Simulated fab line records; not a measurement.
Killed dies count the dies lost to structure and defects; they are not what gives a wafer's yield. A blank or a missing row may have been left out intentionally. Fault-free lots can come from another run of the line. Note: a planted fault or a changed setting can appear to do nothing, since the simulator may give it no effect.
Matching of chambers | flow nand_harc | rie_si-05 running NHARC_P_ZERO_WELL_ETCH_63: 4 sister chambers
The step etches the open film in HBr/Cl2, target depth 120 nm, time 40.1 s. 4 wafers are shown with their chamber, then 7 later ones without.

WAFERS PAIRED WITH THEIR CHAMBERS
wafer  | chamber | drypump_motor_current_A (A)
L309.1 | 1       | 5.4
L327.4 | 0       | 6.5
L328.1 | 2       | 6.2
L328.5 | 3       | 6.1

WAFERS WITH NO CHAMBER GIVEN
wafer  | drypump_motor_current_A (A)
L328.6 | 6.3
L331.3 | 6.2
L331.4 | 5.4
L331.6 | 6.1
L332.2 | 6.4
L332.3 | 6.1
L332.5 | 5.4

THE CHAMBER EACH PASSED THROUGH
wafer  | from the rows above          | in truth
L328.6 | can't be placed: 2 or 0 or 3 | 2
L331.3 | can't be placed: 2 or 3      | 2
L331.4 | 1                            | 1
L331.6 | can't be placed: 3 or 2      | 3
L332.2 | can't be placed: 0 or 2      | 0
L332.3 | can't be placed: 3 or 2      | 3
L332.5 | 1                            | 1
2 of 7 placed correctly. These rows do not allow placing 5 (true chamber among the candidates in 5). 0 placed wrongly.
How it was worked out, from the rows above alone: a wafer's distance from a chamber is the root of the sum, over the readings, of the square of ((its reading less the chamber's mean) divided by the reading's scatter). The wafer belongs to the nearest chamber; if the next one is less than 2 further off, it can't be placed. For every chamber, the mean is computed from those of its wafers that are shown. The scatter: with one shown wafer a chamber, the root of the mean of the squares of how far each hidden wafer lies from its nearest shown one.
